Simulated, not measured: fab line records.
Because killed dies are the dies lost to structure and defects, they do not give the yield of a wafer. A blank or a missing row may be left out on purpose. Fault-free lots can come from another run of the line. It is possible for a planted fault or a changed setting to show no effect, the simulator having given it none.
Matching of chambers || flow nand-harc || NHARC_A_CHANNEL_HOLE_D2_DEP_01 on pecvd-02 has 3 sister chambers
The step deposits SiON, target thk 140 nm. 14 wafers are shown with their chamber, then 7 later ones without.

WAFERS PAIRED WITH THEIR CHAMBERS
{"wafer": "L075.1", "chamber": 1, "heater-power-w (W)": 851, "chamber-pressure-Torr (Torr)": 3.505}
{"wafer": "L075.2", "chamber": 0, "heater-power-w (W)": 697, "chamber-pressure-Torr (Torr)": 3.500}
{"wafer": "L075.5", "chamber": 1, "heater-power-w (W)": 866, "chamber-pressure-Torr (Torr)": 3.492}
{"wafer": "L087.2", "chamber": 1, "heater-power-w (W)": 964, "chamber-pressure-Torr (Torr)": 3.501}
{"wafer": "L087.3", "chamber": 0, "heater-power-w (W)": 698, "chamber-pressure-Torr (Torr)": 3.496}
{"wafer": "L087.5", "chamber": 2, "heater-power-w (W)": 961, "chamber-pressure-Torr (Torr)": 3.495}
{"wafer": "L085.2", "chamber": 1, "heater-power-w (W)": 916, "chamber-pressure-Torr (Torr)": 3.501}
{"wafer": "L085.3", "chamber": 0, "heater-power-w (W)": 739, "chamber-pressure-Torr (Torr)": 3.499}
{"wafer": "L085.5", "chamber": 2, "heater-power-w (W)": 959, "chamber-pressure-Torr (Torr)": 3.489}
{"wafer": "L092.1", "chamber": 0, "heater-power-w (W)": 791, "chamber-pressure-Torr (Torr)": 3.499}
{"wafer": "L092.4", "chamber": 1, "heater-power-w (W)": 861, "chamber-pressure-Torr (Torr)": 3.504}
{"wafer": "L092.5", "chamber": 0, "heater-power-w (W)": 637, "chamber-pressure-Torr (Torr)": 3.500}
{"wafer": "L091.2", "chamber": 0, "heater-power-w (W)": 667, "chamber-pressure-Torr (Torr)": 3.489}
{"wafer": "L091.5", "chamber": 2, "heater-power-w (W)": 956, "chamber-pressure-Torr (Torr)": 3.510}

SIGNATURES, as means of the wafers listed above
{"reading": "heater-power-w", "chamber 0": 704.83, "chamber 1": 891.60, "chamber 2": 958.67, "scatter within a chamber": 46.5}
{"reading": "chamber-pressure-Torr", "chamber 0": 3.49717, "chamber 1": 3.50060, "chamber 2": 3.49800, "scatter within a chamber": 0.00625}
Rule: distance of a wafer from a chamber = root of the sum over the readings of ((wafer's reading minus chamber's mean) / reading's scatter) squared. If the next closest chamber is less than 2 further off than the closest, the wafer can't be placed; otherwise it belongs to the closest. The scatter is the square root of a quotient: the sum, over the shown wafers, of each reading's squared deviation from its chamber's mean, divided by wafers minus chambers.

WAFERS WITH NO CHAMBER GIVEN
{"wafer": "L091.6", "heater-power-w (W)": 682, "chamber-pressure-Torr (Torr)": 3.496}
{"wafer": "L096.1", "heater-power-w (W)": 923, "chamber-pressure-Torr (Torr)": 3.499}
{"wafer": "L096.3", "heater-power-w (W)": 931, "chamber-pressure-Torr (Torr)": 3.499}
{"wafer": "L096.5", "heater-power-w (W)": 723, "chamber-pressure-Torr (Torr)": 3.498}
{"wafer": "L097.2", "heater-power-w (W)": 785, "chamber-pressure-Torr (Torr)": 3.506}
{"wafer": "L097.4", "heater-power-w (W)": 939, "chamber-pressure-Torr (Torr)": 3.502}
{"wafer": "L097.6", "heater-power-w (W)": 922, "chamber-pressure-Torr (Torr)": 3.494}

CHAMBER TAKEN BY EACH
{"wafer": "L091.6", "from the rows above": 0, "in truth": 0}
{"wafer": "L096.1", "from the rows above": "can't be placed: 1 or 2", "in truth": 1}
{"wafer": "L096.3", "from the rows above": "can't be placed: 2 or 1", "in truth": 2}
{"wafer": "L096.5", "from the rows above": 0, "in truth": 0}
{"wafer": "L097.2", "from the rows above": "can't be placed: 0 or 1 or 2", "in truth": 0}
{"wafer": "L097.4", "from the rows above": "can't be placed: 2 or 1", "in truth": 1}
{"wafer": "L097.6", "from the rows above": "can't be placed: 2 or 1", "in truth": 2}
Placed correctly: 2 of 7. Can't be placed from these rows: 5 (the true chamber is among the candidates in 5). Placed wrongly: 0.
